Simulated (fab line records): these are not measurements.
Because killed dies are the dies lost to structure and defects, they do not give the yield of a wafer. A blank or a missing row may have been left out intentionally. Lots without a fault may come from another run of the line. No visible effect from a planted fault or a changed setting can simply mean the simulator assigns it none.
Comparing a struck lot with a sound one + flow n5Finfet + 19 steps out of a route of 1938
Sound: wafers L386.1, L386.3, L386.6. Struck: wafer L399.4 (left out: L399.3, a lot-mate that was not struck); the cause follows at the end.
At each step with rows: each side's tool, then ch and its chambers, then its first start. Under that, the readings that differ: sound wafers + struck wafers + difference of the means + sigmas: that difference in standard deviations of wafers without a fault.
alike: readings whose means differ by less than 2 such deviations, and words and numbers that are the same on both sides. not compared: withheld readings, readings that some wafer has no value for, bounds like >300 that may hide the same value, and numbers for which the record gives no deviation and whose values overlap.
A row with sigmas, a row that says differs or no value, or rows on one side alone: a step with any of these is where the two part. Non-overlapping numbers with no deviation appear without sigmas and do not part them. Lack of a reading on every wafer of one side parts them only where that side has two or more wafers.

first, 6 steps without rows for these wafers: N5_BEOL_M1_COAT_05 (resist thk 30 nm); N5_BEOL_M1_EBR_07; N5_BEOL_M1_SOFTBAKE_06 (time 60 s); N5_BEOL_M1_EXPOSE_08 (exposes mask M1); N5_BEOL_M1_PEB_09 (peb time 60 s); N5_BEOL_M1_DEVELOP_10 (develop time 30 s).
N5_BEOL_M1_CD_MEAS_11: target cd 17.05 nm.
  sound on cdSem-01 ch 0, day 6 23:52; struck on cdSem-03 ch 0, day 10 05:20
  alike: cdNm
N5_BEOL_M1_OVL_MEAS_12:
  sound on overlay-01 ch 0, day 6 23:54; struck on overlay-02 ch 0, day 10 05:22
  alike: M1_OVL
N5_BEOL_M1_INSPECT_13: inspects for defects (brightfield).
  sound on defectInspect-01, day 6 23:58; struck on defectInspect-01, day 10 05:25
  alike: rawDefectCount
N5_BEOL_M1_DESCUM_16: chemistry O2, time 7 s.
  sound on rieDiel-06 ch 0,2,3, day 7 00:05; struck on rieDiel-02 ch 1, day 10 05:27
  alike: chamberPressureMTorr, drypumpMotorCurrentA, oesProductAu, rfVppV, showerheadPlenumPTorr, throttleValvePct
  not compared: rfHoursCounterH
N5_BEOL_M1_ETCH_74: etches underlayer in N2/H2, target depth 6.5 nm, time 5.2 s.
  sound on rieDiel-06 ch 0,2,3, day 7 00:07; struck on rieDiel-02 ch 1, day 10 05:29
  alike: chamberPressureMTorr, drypumpMotorCurrentA, etchRfOnTimeS, oesProductAu, rfVppV, showerheadPlenumPTorr, throttleValvePct
  not compared: rfHoursCounterH
N5_BEOL_M1_ETCH_63: etches SiARC in CF4, target depth 15.6 nm, time 26 s.
  sound on rieDiel-06 ch 0,2,3, day 7 00:08; struck on rieDiel-02 ch 1, day 10 05:30
  alike: chamberPressureMTorr, drypumpMotorCurrentA, etchRfOnTimeS, oesProductAu, rfVppV, showerheadPlenumPTorr, throttleValvePct
  not compared: rfHoursCounterH
N5_BEOL_M1_ETCH_64: etches SOC in N2/H2, target depth 75 nm, overetch 15 nm, time 112.5 s.
  sound on rieDiel-06 ch 0,2,3, day 7 00:10; struck on rieDiel-02 ch 1, day 10 05:32
| reading                                   | sound        | struck | difference | sigmas |
|-------------------------------------------|--------------|--------|------------|--------|
| model.SiARC_of_BEOL_M1_COAT_62.thkNm (nm) | 7 6.8 7      | 4.4    | -2.5       |        |
| model.BEOL_M1.cdOffsetNm (nm)             | 0.2 -0.2 0.2 | 0.8    | +0.7       |        |
  alike: chamberPressureMTorr, drypumpMotorCurrentA, oesProductAu, rfVppV, showerheadPlenumPTorr, throttleValvePct
  not compared: rfHoursCounterH
then, 2 steps without rows for these wafers: N5_BEOL_M1_STRIP_65 (strips in N2/H2); N5_BEOL_M1_STRIP_75 (strips in N2/H2).
N5_BEOL_M1_STRIP_66: strips in CF4.
  sound on rieDiel-06 ch 0,2,3, day 7 00:17; struck on rieDiel-02 ch 1, day 10 05:39
  alike: chamberPressureMTorr, drypumpMotorCurrentA, oesProductAu, rfVppV, showerheadPlenumPTorr, throttleValvePct
  not compared: rfHoursCounterH
N5_BEOL_M1_HM_OPEN_17: chemistry Cl2/BCl3, target TiN, target depth 20 nm, overetch 6 nm.
  sound on rieMetal-01 ch 0,1, day 7 00:20; struck on rieMetal-01 ch 0, day 10 05:43
| reading                       | sound        | struck | difference | sigmas |
|-------------------------------|--------------|--------|------------|--------|
| model.BEOL_M1.cdOffsetNm (nm) | 0.2 -0.2 0.2 | 0.6    | +0.5       |        |
  alike: chamberPressureMTorr, drypumpMotorCurrentA, oesProductAu, throttleValvePct
  not compared: rfHoursCounterH
N5_BEOL_M1_STRIP_19: strips in O2.
  sound on rieDiel-06 ch 1,2,3, day 7 00:29; struck on rieDiel-03 ch 3, day 10 05:49
  alike: chamberPressureMTorr, drypumpMotorCurrentA, oesProductAu, rfVppV, showerheadPlenumPTorr, throttleValvePct
  not compared: rfHoursCounterH
N5_BEOL_M4_RC_MEAS_101:
  sound on prober-02 ch 0, day 8 14:02; struck on prober-01 ch 0, day 11 16:52
  alike: DIBL_N, DIBL_P, IOFF_N, IOFF_P, ION_N, ION_P, SS_N, SS_P, VT_N, VT_P

== WHERE THEY PART ==
Nowhere in this record.

WHY: the cause the simulator had injected
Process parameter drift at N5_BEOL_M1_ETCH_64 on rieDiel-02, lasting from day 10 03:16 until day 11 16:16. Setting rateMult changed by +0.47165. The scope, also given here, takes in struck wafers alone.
